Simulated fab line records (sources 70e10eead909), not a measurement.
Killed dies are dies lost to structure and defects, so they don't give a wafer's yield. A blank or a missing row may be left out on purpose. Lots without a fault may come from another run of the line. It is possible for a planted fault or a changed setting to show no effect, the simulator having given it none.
A lot that was struck, set against a sound lot + flow nandHarc + 41 steps out of a route of 1302
Sound: the wafers L489.3, L489.4, L489.6. Struck: wafer L496.1 (left out: L496.2, L496.3 of the same lot, which were not struck); the cause appears at the end.
Order at every step that has rows: each side's tool, ch and its chambers, its first start. Under that, the readings that differ: sound wafers + struck wafers + difference of the means + sigmas: that difference in standard deviations of wafers without a fault.
alike: same words and numbers on both sides, and readings whose means sit less than 2 such deviations apart. not compared: any withheld reading, any reading some wafer has no value for, any bound like >300 that may hide the same value, and any number with overlapping values for which the record gives no deviation.
A row with sigmas, a row that says differs or no value, or rows on one side alone: a step with any of these is where the two part. Numbers that have no deviation but don't overlap get no sigmas and don't part them. Lack of a reading on every wafer of one side parts them only where that side has two or more wafers.

NHARC_A_M1_OVL_MEAS_10: pitch 240 nm.
  sound on overlay-02 at day 25 22:20; struck on overlay-02 at day 29 18:43
| reading         | sound       | struck | difference | sigmas |
|-----------------|-------------|--------|------------|--------|
| overlayXNm (nm) | 1.5 0.7 0.8 | -1.7   | -2.7       | -4     |
| overlayYNm (nm) | 1.1 0.9 1.0 | -0.9   | -1.9       | -2     |
NHARC_A_M1_INSPECT_11:
  sound on defectInspect-01 at day 25 22:23; struck on defectInspect-02 at day 29 18:45
  alike: rawDefectCount
NHARC_A_M1_DESCUM_14: chemistry O2, time 3 s.
  sound on rieDiel-07 ch 0,3, day 25 22:26; struck on rieDiel-06 ch 0, day 29 18:49
  alike: drypumpMotorCurrentA, oesProductAu, rfVppV, showerheadPlenumPTorr, throttleValvePct
  not compared: rfHoursCounterH
then, 1 step without rows for these wafers: NHARC_A_M1_ETCH_35 (etches the open film in N2/H2, target depth 40 nm, overetch 12 nm, time 43.94 s).
NHARC_A_M1_ETCH_15: etches the open film in C4F8/Ar, target depth 182.5 nm, time 91.2 s.
  sound: rieDiel-07 ch 0,2; struck: rieDiel-06 ch 3
  alike: biasW, oesProductAu, rfVppV
  not compared: rfHoursCounterH
NHARC_A_M1_CD_MEAS_16:
  sound on cdSem-03 at day 25 22:45; struck on cdSem-01 at day 29 19:07
  alike: cdNm
NHARC_A_M1_STRIP_18: strips in N2/H2.
  sound on rieDiel-06 ch 2,3, day 25 22:49; struck on rieDiel-13 ch 0, day 29 19:11
| reading                  | sound       | struck | difference | sigmas |
|--------------------------|-------------|--------|------------|--------|
| drypumpMotorCurrentA (A) | 5.5 5.8 5.8 | 4.9    | -0.8       | -2     |
  alike: oesProductAu, powerW, rfVppV, showerheadPlenumPTorr, throttleValvePct
  not compared: rfHoursCounterH
then, 3 steps without rows for these wafers: NHARC_A_M1_ETCH_28 (etches the open film in CF4/N2, target depth 30 nm, time 72.99 s); NHARC_A_M1_STRIP_19 (strips in post etch residue remover, time 600 s); NHARC_A_M1_DEGAS_29 (time 60 s).
NHARC_A_M1_PRE_CLEAN_30: time 30 s.
  sound on pvdSputter-03; struck on pvdSputter-01
  alike: heaterPowerW
then, 1 step without rows for these wafers: NHARC_A_M1_PVD_20 (deposits TaN, target thk 5 nm, time 8.06 s).
NHARC_A_M1_PVD_21: deposits Cu, target thk 30 nm, time 20.49 s.
  sound on pvdSputter-03 at day 25 23:43; struck on pvdSputter-01 at day 29 20:04
  alike: throttleValvePct
then, 4 steps without rows for these wafers: NHARC_A_M1_ECD_22 (material Cu, target thk 400 nm); NHARC_A_M1_ANNEAL_31 (time 90 s); NHARC_A_M1_CMP_23 (polishes, t overpolish 20 s, target thk 154.34 nm); NHARC_A_M1_SRD_25.
NHARC_A_M1_INSPECT_27:
  sound on defectInspect-01 at day 26 01:34; struck on defectInspect-01 at day 29 21:23
  alike: rawDefectCount
then, 1 step without rows for these wafers: NHARC_A_M1_PRE_CLEAN_32 (time 12 s).
NHARC_A_M1_DEP_33: deposits SiCN, target thk 30 nm.
  sound on pecvd-04 ch 0,1, day 26 01:42; struck on pecvd-02 ch 0, day 29 21:32
  alike: chamberPressureTorr, heaterPowerW
then, 2 steps without rows for these wafers: NHARC_A_BONDPAD_DEP_00 (deposits SiCN, target thk 250 nm); NHARC_A_BONDPAD_CMP_29 (polishes SiCN, target thk 200 nm).
NHARC_A_BONDPAD_THK_MEAS_30: measures by ellipsometry.
  sound wafers here have rows in the record (filmMetro-02, day 26 03:03); struck ones have none
then, 10 steps without rows for these wafers: NHARC_A_BONDPAD_SRD_31; NHARC_A_BONDPAD_DEHYDRATE_01 (time 120 s); NHARC_A_BONDPAD_HMDS_02 (time 30 s); NHARC_A_BONDPAD_COAT_33 (time 65 s); NHARC_A_BONDPAD_COAT_03 (resist thk 600 nm); NHARC_A_BONDPAD_SOFTBAKE_04 (time 70 s); NHARC_A_BONDPAD_EBR_05; NHARC_A_BONDPAD_EXPOSE_06 (exposes mask A BPAD); NHARC_A_BONDPAD_PEB_07 (peb time 80 s); NHARC_A_BONDPAD_DEVELOP_08 (time 50 s).
NHARC_A_BONDPAD_CD_MEAS_09 targets a cd of 500 nm.
  the record has rows for the sound wafers here (cdSem-02 ch 0, day 26 03:29) and none for the struck ones
NHARC_A_BONDPAD_OVL_MEAS_35:
  sound wafers here have rows in the record (overlay-01, day 26 03:34); struck ones have none
then, 4 steps without rows for these wafers: NHARC_A_BONDPAD_HARDBAKE_10 (time 65 s); NHARC_A_BONDPAD_DESCUM_11 (chemistry O2, time 3 s); NHARC_A_BONDPAD_ETCH_34 (etches the open film in N2/H2, target depth 60 nm, overetch 18 nm, time 65.91 s); NHARC_A_BONDPAD_ETCH_12 (etches the open film in CHF3/O2, target depth 220 nm, time 110 s).
NHARC_A_BONDPAD_CD_MEAS_13:
  sound wafers here have rows in the record (cdSem-01, day 26 04:34); struck ones have none
NHARC_END_SORT_01:
  sound on prober-01 ch 0, day 27 09:43; struck on prober-01 ch 0, day 31 19:11
| reading                | sound          | struck | difference | sigmas |
|------------------------|----------------|--------|------------|--------|
| defectLimitedYield (%) | 90.3 89.2 89.4 | 0      | -90        | -36    |
| killedAtArray          | 63 69 71       | 674    | +606       | +36    |
| killedDies             | 66 73 72       | 677    | +607       | +36    |
  alike: killedAtOther, killedAtPeriphery, killedOpen, killedShort

## WHERE THEY PART
Earliest at NHARC_A_M1_OVL_MEAS_10; latest, in this record, at NHARC_END_SORT_01.

WHY: what the simulator had put in
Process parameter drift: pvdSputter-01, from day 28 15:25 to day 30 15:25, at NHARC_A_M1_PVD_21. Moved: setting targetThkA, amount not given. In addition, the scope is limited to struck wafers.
